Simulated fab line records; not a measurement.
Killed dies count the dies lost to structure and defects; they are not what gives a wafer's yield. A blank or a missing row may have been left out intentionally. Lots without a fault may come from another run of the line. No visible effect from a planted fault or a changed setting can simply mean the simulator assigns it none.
Which tool was responsible? | flow n5Finfet | 72 wafers from 24 lots sampled at 6 of the route's 1938 steps

## WHAT EACH GAUGE READ, for each wafer
The record holds no reading of a measuring or inspecting step that can be judged against a usual standard deviation.

## TOOL THAT RAN EACH LOT (tool first, then ch and the chambers of the sampled wafers, then the start)
lot  | N5_FIN_SAQP_DENSIFY_62         | N5_FIN_SAQP_SPACER1_ETCHBACK_25  | N5_FIN_CUT_ETCH_30               | N5_STI_FIN_REVEAL_ALD_00        | N5_STI_FIN_REVEAL_RECESS_09      | N5_STI_FIN_REVEAL_ETCH_34
L074 | rtpAnneal-02 ch 0, day 1 21:32 | rieDiel-03 ch 0,1,3, day 2 00:30 | rieDiel-06 ch 0,1,2, day 2 04:05 | aldSin-03 ch 1,2,3, day 2 05:06 | vaporEtch-01 ch 0,1, day 2 11:52 | rieSi-02 ch 0,1, day 2 13:29
L075 | rtpAnneal-01 ch 0, day 2 02:59 | rieDiel-03 ch 0,1,3, day 2 06:25 | rieDiel-01 ch 1,2,3, day 2 09:50 | aldSin-01 ch 0,2, day 2 10:49   | vaporEtch-01 ch 0,1, day 2 17:26 | rieSi-06 ch 1,2, day 2 19:32
L076 | rtpAnneal-02 ch 0, day 2 10:01 | rieDiel-03 ch 0,2,3, day 2 13:20 | rieDiel-02 ch 0,2,3, day 2 17:08 | aldSin-01 ch 0,2,3, day 2 18:05 | vaporEtch-01 ch 0,1, day 3 00:43 | rieSi-01 ch 0,2, day 3 02:50
L077 | rtpAnneal-02 ch 0, day 2 15:57 | rieDiel-03 ch 0,2, day 2 19:50   | rieDiel-06 ch 0,1, day 2 23:00   | aldSin-03 ch 0,1,3, day 2 23:57 | vaporEtch-02 ch 0,1, day 3 06:26 | rieSi-01 ch 0,3, day 3 08:33
L078 | rtpAnneal-01 ch 0, day 2 20:58 | rieDiel-04 ch 1,2,3, day 2 23:44 | rieDiel-01 ch 0,1,3, day 3 02:40 | aldSin-03 ch 0,2,3, day 3 03:35 | vaporEtch-01 ch 0,1, day 3 10:04 | rieSi-01 ch 0,1,2, day 3 12:10
L079 | rtpAnneal-01 ch 0, day 3 02:48 | rieDiel-05 ch 1,2, day 3 06:13   | rieDiel-06 ch 0,2, day 3 09:14   | aldSin-03 ch 0,1,2, day 3 10:10 | vaporEtch-01 ch 0,1, day 3 16:07 | rieSi-06 ch 0,1,3, day 3 18:13
L080 | rtpAnneal-01 ch 0, day 3 08:05 | rieDiel-04 ch 0,2, day 3 11:05   | rieDiel-01 ch 0,2, day 3 14:00   | aldSin-02 ch 1,2, day 3 15:05   | vaporEtch-01 ch 0,1, day 3 21:04 | rieSi-02 ch 2,3, day 3 23:11
L081 | rtpAnneal-01 ch 0, day 3 14:25 | rieDiel-04 ch 2,3, day 3 17:37   | rieDiel-02 ch 0,1,3, day 3 20:56 | aldSin-02 ch 0,3, day 3 21:52   | vaporEtch-01 ch 0,1, day 4 04:16 | rieSi-01 ch 2,3, day 4 05:51
L082 | rtpAnneal-02 ch 0, day 3 21:35 | rieDiel-03 ch 0,1,3, day 4 01:58 | rieDiel-06 ch 0,1,2, day 4 05:14 | aldSin-03 ch 0,1,3, day 4 06:11 | vaporEtch-02 ch 0,1, day 4 12:04 | rieSi-01 ch 0,1,2, day 4 14:10
L083 | rtpAnneal-02 ch 0, day 4 05:46 | rieDiel-04 ch 0,1,3, day 4 08:37 | rieDiel-06 ch 0,1,2, day 4 11:41 | aldSin-02 ch 0,3, day 4 12:55   | vaporEtch-02 ch 0,1, day 4 19:22 | rieSi-06 ch 0,1,2, day 4 21:10
L084 | rtpAnneal-01 ch 0, day 4 09:02 | rieDiel-04 ch 1,2, day 4 12:13   | rieDiel-06 ch 0,2,3, day 4 15:12 | aldSin-01 ch 0,1,2, day 4 16:59 | vaporEtch-01 ch 0,1, day 4 23:27 | rieSi-06 ch 2,3, day 5 01:01
L085 | rtpAnneal-01 ch 0, day 4 14:57 | rieDiel-05 ch 0,1,3, day 4 18:58 | rieDiel-02 ch 1,2,3, day 4 21:56 | aldSin-01 ch 0,1,2, day 4 22:51 | vaporEtch-01 ch 0,1, day 5 05:17 | rieSi-06 ch 0,1, day 5 07:23
L086 | rtpAnneal-02 ch 0, day 4 20:56 | rieDiel-05 ch 0,2, day 4 23:50   | rieDiel-01 ch 0,1,3, day 5 02:39 | aldSin-01 ch 1,2, day 5 04:07   | vaporEtch-01 ch 0,1, day 5 10:15 | rieSi-01 ch 0,2,3, day 5 12:20
L087 | rtpAnneal-01 ch 0, day 5 03:24 | rieDiel-05 ch 0,2,3, day 5 06:25 | rieDiel-02 ch 0,1,3, day 5 09:26 | aldSin-01 ch 1,2,3, day 5 10:21 | vaporEtch-01 ch 0,1, day 5 16:16 | rieSi-01 ch 1,2,3, day 5 18:21
L088 | rtpAnneal-01 ch 0, day 5 09:42 | rieDiel-04 ch 0,1,2, day 5 14:47 | rieDiel-02 ch 0,3, day 5 17:41   | aldSin-01 ch 0,3, day 5 18:44   | vaporEtch-02 ch 0,1, day 6 00:37 | rieSi-02 ch 0,1,2, day 6 02:42
L089 | rtpAnneal-02 ch 0, day 5 14:46 | rieDiel-05 ch 0,2, day 5 17:32   | rieDiel-06 ch 2,3, day 5 20:46   | aldSin-03 ch 1,2, day 5 21:41   | vaporEtch-01 ch 0,1, day 6 03:43 | rieSi-01 ch 0,2,3, day 6 05:50
L090 | rtpAnneal-01 ch 0, day 5 20:46 | rieDiel-04 ch 1,3, day 5 23:29   | rieDiel-02 ch 0,3, day 6 02:24   | aldSin-01 ch 2,3, day 6 03:19   | vaporEtch-02 ch 0,1, day 6 09:43 | rieSi-02 ch 0,2, day 6 11:18
L091 | rtpAnneal-02 ch 0, day 6 02:17 | rieDiel-04 ch 0,2,3, day 6 05:04 | rieDiel-06 ch 2,3, day 6 08:12   | aldSin-03 ch 0,3, day 6 09:56   | vaporEtch-01 ch 0,1, day 6 16:39 | rieSi-02 ch 0,3, day 6 18:44
L092 | rtpAnneal-01 ch 0, day 6 08:28 | rieDiel-04 ch 0,1,3, day 6 11:31 | rieDiel-01 ch 1,2,3, day 6 14:43 | aldSin-01 ch 1,2,3, day 6 15:38 | vaporEtch-01 ch 0,1, day 6 21:40 | rieSi-06 ch 0,1,2, day 6 23:46
L093 | rtpAnneal-02 ch 0, day 6 14:50 | rieDiel-03 ch 0,2,3, day 6 18:04 | rieDiel-02 ch 0,2, day 6 22:22   | aldSin-03 ch 0,3, day 6 23:34   | vaporEtch-02 ch 0,1, day 7 06:13 | rieSi-01 ch 1,2,3, day 7 07:47
L094 | rtpAnneal-01 ch 0, day 6 21:39 | rieDiel-05 ch 0,1,2, day 7 00:56 | rieDiel-01 ch 0,1,2, day 7 04:51 | aldSin-03 ch 1,2,3, day 7 05:56 | vaporEtch-01 ch 0, day 7 11:50   | rieSi-01 ch 0,2, day 7 13:56
L095 | rtpAnneal-02 ch 0, day 7 03:51 | rieDiel-05 ch 0,3, day 7 07:08   | rieDiel-02 ch 0,2, day 7 11:02   | aldSin-03 ch 0,1,2, day 7 13:59 | vaporEtch-02 ch 1, day 7 19:52   | rieSi-02 ch 2,3, day 7 21:58
L096 | rtpAnneal-01 ch 0, day 7 10:11 | rieDiel-03 ch 1,2, day 7 15:35   | rieDiel-06 ch 0,1, day 7 18:34   | aldSin-02 ch 2,3, day 7 20:35   | vaporEtch-02 ch 0,1, day 8 02:59 | rieSi-02 ch 0,2,3, day 8 04:33
L097 | rtpAnneal-01 ch 0, day 7 16:32 | rieDiel-04 ch 1,2,3, day 7 20:42 | rieDiel-02 ch 2,3, day 7 23:34   | aldSin-03 ch 2,3, day 8 00:31   | vaporEtch-02 ch 0,1, day 8 06:24 | rieSi-06 ch 1,3, day 8 08:29
- N5_FIN_SAQP_DENSIFY_62: time 60 s.
- N5_FIN_SAQP_SPACER1_ETCHBACK_25: etches SiO2 in CHF3/O2, target depth 24.4 nm, time 12.2 s.
- N5_FIN_CUT_ETCH_30: etches underlayer in N2/H2, target depth 13 nm, time 10.4 s.
- N5_STI_FIN_REVEAL_ALD_00: deposits SiO2, target thk 1 nm, pulse time 1 s.
- N5_STI_FIN_REVEAL_RECESS_09: chemistry HF/NH3, target SiO2, afs cycles 11, target depth 42.5 nm, sublimation time 60 s.
- N5_STI_FIN_REVEAL_ETCH_34: etches Si in H2, material Si, target depth 0.97 nm.

## AS READ BY THE TOOLS THEMSELVES (means over the sampled wafers that have a number; for cases with no such wafer, the mark the record gives instead)
N5_FIN_SAQP_DENSIFY_62. Usual: lampPowerPct 9.84 %, standard deviation 0.051; wafer_temp_C_max 703.4, standard deviation 0.6.
lot  | tool         | lampPowerPct (%) | wafer_temp_C_max | flag
L074 | rtpAnneal-02 | 9.85             | 703.3            | 
L075 | rtpAnneal-01 | 9.84             | 703.4            | 
L076 | rtpAnneal-02 | 9.83             | 703.2            | 
L077 | rtpAnneal-02 | 9.81             | 703.1            | 
L078 | rtpAnneal-01 | 9.87             | 702.8            | 
L079 | rtpAnneal-01 | 9.85             | 703.1            | 
L080 | rtpAnneal-01 | 9.82             | 703.3            | 
L081 | rtpAnneal-01 | 9.84             | 704.0            | 
L082 | rtpAnneal-02 | 9.82             | 702.9            | 
L083 | rtpAnneal-02 | 9.84             | 702.9            | 
L084 | rtpAnneal-01 | 9.83             | 702.7            | 
L085 | rtpAnneal-01 | 9.87             | 702.9            | 
L086 | rtpAnneal-02 | 9.83             | 703.2            | 
L087 | rtpAnneal-01 | 9.80             | 703.0            | 
L088 | rtpAnneal-01 | 9.84             | 703.0            | 
L089 | rtpAnneal-02 | 9.85             | 703.7            | 
L090 | rtpAnneal-01 | 9.88             | 703.2            | 
L091 | rtpAnneal-02 | 9.84             | 703.5            | 
L092 | rtpAnneal-01 | 9.83             | 703.6            | 
L093 | rtpAnneal-02 | 9.89             | 704.2            | 
L094 | rtpAnneal-01 | 9.89             | 703.8            | 
L095 | rtpAnneal-02 | 9.83             | 703.1            | 
L096 | rtpAnneal-01 | 9.80             | 703.1            | 
L097 | rtpAnneal-01 | 9.88             | 703.7            | 

N5_FIN_SAQP_SPACER1_ETCHBACK_25. Usual: drypumpMotorCurrentA 5.9 A, standard deviation 0.35; oesProductAu 0.79 a.u., standard deviation 0.083; rfVppV 526 V, standard deviation 6.6; showerheadPlenumPTorr 2.45 Torr, standard deviation 0.067; throttleValvePct 18.92 %, standard deviation 0.26.
lot  | tool       | drypumpMotorCurrentA (A) | oesProductAu (a.u.) | rfVppV (V) | showerheadPlenumPTorr (Torr) | throttleValvePct (%) | flag
L074 | rieDiel-03 | 5.6                      | 0.75                | 525        | 2.41                         | 18.86                | 
L075 | rieDiel-03 | 5.5                      | 0.76                | 524        | 2.41                         | 18.88                | 
L076 | rieDiel-03 | 5.6                      | 0.83                | 527        | 2.49                         | 18.91                | 
L077 | rieDiel-03 | 5.7                      | 0.91                | 531        | 2.54                         | 18.70                | 
L078 | rieDiel-04 | 6.3                      | 0.76                | 524        | 2.44                         | 19.13                | 
L079 | rieDiel-05 | 5.5                      | 0.88                | 535        | 2.48                         | 18.77                | 
L080 | rieDiel-04 | 6.2                      | 0.76                | 531        | 2.46                         | 19.00                | 
L081 | rieDiel-04 | 6.2                      | 0.78                | 524        | 2.41                         | 19.12                | 
L082 | rieDiel-03 | 5.6                      | 0.74                | 523        | 2.40                         | 18.90                | 
L083 | rieDiel-04 | 6.4                      | 0.74                | 525        | 2.46                         | 19.06                | 
L084 | rieDiel-04 | 6.4                      | 0.73                | 524        | 2.46                         | 19.17                | 
L085 | rieDiel-05 | 5.7                      | 0.85                | 523        | 2.48                         | 18.74                | 
L086 | rieDiel-05 | 5.6                      | 0.92                | 527        | 2.53                         | 18.61                | 
L087 | rieDiel-05 | 5.6                      | 0.90                | 525        | 2.46                         | 18.68                | 
L088 | rieDiel-04 | 6.3                      | 0.73                | 527        | 2.45                         | 19.10                | 
L089 | rieDiel-05 | 5.6                      | 0.90                | 527        | 2.53                         | 18.62                | 
L090 | rieDiel-04 | 6.4                      | 0.72                | 522        | 2.46                         | 19.16                | 
L091 | rieDiel-04 | 6.2                      | 0.75                | 526        | 2.43                         | 19.09                | 
L092 | rieDiel-04 | 6.3                      | 0.73                | 525        | 2.45                         | 19.08                | 
L093 | rieDiel-03 | 5.7                      | 0.78                | 528        | 2.48                         | 18.96                | 
L094 | rieDiel-05 | 5.5                      | 0.82                | 530        | 2.50                         | 18.76                | 
L095 | rieDiel-05 | 5.7                      | 0.87                | 518        | 2.43                         | 18.73                | 
L096 | rieDiel-03 | 5.6                      | 0.80                | 520        | 2.39                         | 18.50                | 
L097 | rieDiel-04 | 6.2                      | 0.74                | 523        | 2.43                         | 19.21                | 

N5_FIN_CUT_ETCH_30. Usual: drypumpMotorCurrentA 5.8 A, standard deviation 0.44; etchRfOnTimeS 10.42 s, standard deviation 0.15; oesProductAu 0.67 a.u., standard deviation 0.084; rfVppV 523.7 V, standard deviation 2.3; showerheadPlenumPTorr 2.54 Torr, standard deviation 0.077; throttleValvePct 17.78 %, standard deviation 0.19.
lot  | tool       | drypumpMotorCurrentA (A) | etchRfOnTimeS (s) | oesProductAu (a.u.) | rfVppV (V) | showerheadPlenumPTorr (Torr) | throttleValvePct (%) | flag
L074 | rieDiel-06 | 6.1                      | 10.50             | 0.68                | 525.1      | 2.59                         | 17.76                | 
L075 | rieDiel-01 | 5.2                      | 10.52             | 0.72                | 521.3      | 2.48                         | 17.57                | 
L076 | rieDiel-02 | 5.9                      | 10.42             | 0.62                | 524.3      | 2.56                         | 17.94                | 
L077 | rieDiel-06 | 6.1                      | 10.47             | 0.65                | 524.4      | 2.57                         | 17.83                | 
L078 | rieDiel-01 | 5.4                      | 10.57             | 0.69                | 523.5      | 2.54                         | 17.72                | 
L079 | rieDiel-06 | 5.7                      | 10.45             | 0.59                | 523.1      | 2.51                         | 17.81                | 
L080 | rieDiel-01 | 5.5                      | 10.46             | 0.69                | 525.3      | 2.61                         | 17.91                | 
L081 | rieDiel-02 | 5.9                      | 10.33             | 0.61                | 525.2      | 2.56                         | 17.92                | 
L082 | rieDiel-06 | 6.0                      | 10.48             | 0.66                | 525.6      | 2.58                         | 17.78                | 
L083 | rieDiel-06 | 6.1                      | 10.34             | 0.66                | 524.9      | 2.58                         | 17.78                | 
L084 | rieDiel-06 | 5.8                      | 10.31             | 0.66                | 522.6      | 2.51                         | 17.70                | 
L085 | rieDiel-02 | 5.9                      | 10.57             | 0.59                | 524.2      | 2.54                         | 18.02                | 
L086 | rieDiel-01 | 5.4                      | 10.51             | 0.68                | 523.4      | 2.53                         | 17.74                | 
L087 | rieDiel-02 | 5.8                      | 10.52             | 0.60                | 523.8      | 2.55                         | 17.95                | 
L088 | rieDiel-02 | 5.7                      | 10.45             | 0.61                | 525.8      | 2.60                         | 17.93                | 
L089 | rieDiel-06 | 5.8                      | 10.29             | 0.71                | 522.2      | 2.50                         | 17.58                | 
L090 | rieDiel-02 | 5.7                      | 10.48             | 0.60                | 525.0      | 2.60                         | 17.94                | 
L091 | rieDiel-06 | 5.8                      | 10.31             | 0.71                | 521.7      | 2.50                         | 17.59                | 
L092 | rieDiel-01 | 5.2                      | 10.41             | 0.69                | 521.5      | 2.47                         | 17.60                | 
L093 | rieDiel-02 | 5.9                      | 10.40             | 0.69                | 522.7      | 2.51                         | 17.82                | 
L094 | rieDiel-01 | 5.5                      | 10.41             | 0.67                | 523.8      | 2.52                         | 17.77                | 
L095 | rieDiel-02 | 6.0                      | 10.30             | 0.76                | 522.9      | 2.50                         | 17.76                | 
L096 | rieDiel-06 | 6.1                      | 10.27             | 0.81                | 524.6      | 2.56                         | 17.57                | 
L097 | rieDiel-02 | 5.7                      | 10.44             | 0.67                | 525.3      | 2.58                         | 17.88                | 

N5_STI_FIN_REVEAL_ALD_00. Usual: heaterPowerW 475 W, standard deviation 43; precursorPulseHeightRel 1.000, standard deviation 0.023.
lot  | tool      | heaterPowerW (W) | precursorPulseHeightRel | flag
L074 | aldSin-03 | 498              | 0.994                   | 
L075 | aldSin-01 | 428              | 1.004                   | 
L076 | aldSin-01 | 439              | 0.997                   | 
L077 | aldSin-03 | 513              | 0.996                   | 
L078 | aldSin-03 | 486              | 1.002                   | 
L079 | aldSin-03 | 482              | 0.966                   | 
L080 | aldSin-02 | 464              | 1.006                   | 
L081 | aldSin-02 | 499              | 1.001                   | 
L082 | aldSin-03 | 507              | 0.981                   | 
L083 | aldSin-02 | 504              | 0.996                   | 
L084 | aldSin-01 | 480              | 0.994                   | 
L085 | aldSin-01 | 482              | 0.983                   | 
L086 | aldSin-01 | 490              | 0.992                   | 
L087 | aldSin-01 | 485              | 0.988                   | 
L088 | aldSin-01 | 418              | 0.992                   | 
L089 | aldSin-03 | 465              | 0.994                   | 
L090 | aldSin-01 | 429              | 1.006                   | 
L091 | aldSin-03 | 474              | 1.002                   | 
L092 | aldSin-01 | 478              | 0.982                   | 
L093 | aldSin-03 | 478              | 1.000                   | 
L094 | aldSin-03 | 489              | 1.001                   | 
L095 | aldSin-03 | 464              | 1.008                   | 
L096 | aldSin-02 | 485              | 1.004                   | 
L097 | aldSin-03 | 488              | 1.029                   | 

N5_STI_FIN_REVEAL_RECESS_09. Usual: 5.4 A for drypumpMotorCurrentA, sd 0.37.
lot  | tool         | drypumpMotorCurrentA (A) | flag
L074 | vaporEtch-01 | 5.3                      | 
L075 | vaporEtch-01 | 5.2                      | 
L076 | vaporEtch-01 | 5.2                      | 
L077 | vaporEtch-02 | 5.4                      | 
L078 | vaporEtch-01 | 5.3                      | 
L079 | vaporEtch-01 | 5.2                      | 
L080 | vaporEtch-01 | 5.3                      | 
L081 | vaporEtch-01 | 5.3                      | 
L082 | vaporEtch-02 | 5.7                      | 
L083 | vaporEtch-02 | 5.8                      | 
L084 | vaporEtch-01 | 5.3                      | 
L085 | vaporEtch-01 | 5.3                      | 
L086 | vaporEtch-01 | 5.2                      | 
L087 | vaporEtch-01 | 5.1                      | 
L088 | vaporEtch-02 | 5.7                      | 
L089 | vaporEtch-01 | 5.3                      | 
L090 | vaporEtch-02 | 5.4                      | 
L091 | vaporEtch-01 | 5.3                      | 
L092 | vaporEtch-01 | 5.3                      | 
L093 | vaporEtch-02 | 5.8                      | 
L094 | vaporEtch-01 | 5.5                      | 
L095 | vaporEtch-02 | 5.1                      | 
L096 | vaporEtch-02 | 5.7                      | 
L097 | vaporEtch-02 | 5.4                      | 

N5_STI_FIN_REVEAL_ETCH_34. Usual: drypumpMotorCurrentA 5.7 A, standard deviation 0.52; oesProductAu 1.002 a.u., standard deviation 0.018; throttleValvePct 25.9 %, standard deviation 0.35.
lot  | tool     | drypumpMotorCurrentA (A) | oesProductAu (a.u.) | throttleValvePct (%) | flag
L074 | rieSi-02 | 6.1                      | 1.012               | 25.8                 | 
L075 | rieSi-06 | 5.5                      | 0.992               | 25.8                 | 
L076 | rieSi-01 | 5.2                      | 1.012               | 25.8                 | 
L077 | rieSi-01 | 5.8                      | 1.015               | 26.1                 | 
L078 | rieSi-01 | 5.8                      | 1.012               | 26.0                 | 
L079 | rieSi-06 | 5.7                      | 0.985               | 26.0                 | 
L080 | rieSi-02 | 5.4                      | 0.978               | 25.7                 | 
L081 | rieSi-01 | 5.6                      | 1.009               | 25.5                 | 
L082 | rieSi-01 | 5.8                      | 1.013               | 26.0                 | 
L083 | rieSi-06 | 5.4                      | 0.990               | 25.8                 | 
L084 | rieSi-06 | 5.3                      | 1.004               | 26.1                 | 
L085 | rieSi-06 | 5.6                      | 0.986               | 25.7                 | 
L086 | rieSi-01 | 5.6                      | 1.017               | 25.8                 | 
L087 | rieSi-01 | 6.0                      | 1.005               | 25.8                 | 
L088 | rieSi-02 | 5.7                      | 1.002               | 26.0                 | 
L089 | rieSi-01 | 5.6                      | 1.009               | 25.8                 | 
L090 | rieSi-02 | 5.9                      | 0.991               | 25.8                 | 
L091 | rieSi-02 | 5.8                      | 0.990               | 25.5                 | 
L092 | rieSi-06 | 5.4                      | 0.988               | 25.8                 | 
L093 | rieSi-01 | 6.0                      | 1.003               | 25.8                 | 
L094 | rieSi-01 | 5.3                      | 1.015               | 25.7                 | 
L095 | rieSi-02 | 5.4                      | 0.989               | 25.7                 | 
L096 | rieSi-02 | 5.7                      | 0.974               | 25.7                 | 
L097 | rieSi-06 | 5.9                      | 0.997               | 26.0                 | 

## THE ANSWER, worked out from the rows above alone
Rule: a lot is off if the mean of its wafers that have a number lies more than 3 standard deviations from the usual mean. A lot without any number at a reading at which 4 lots or more have one is off too. All remaining lots with rows at the step are treated as sound. Order of review: gauges by route order, followed by the tools' own readings, for which a lot's mean as printed above is used. At the first step where some lot is off, the reading lying furthest off is the one used; lots without a number count as furthest.
No lot is off at any reading shown: from this, nothing can be told.

## WHAT HAD BEEN PUT IN BY THE SIMULATOR
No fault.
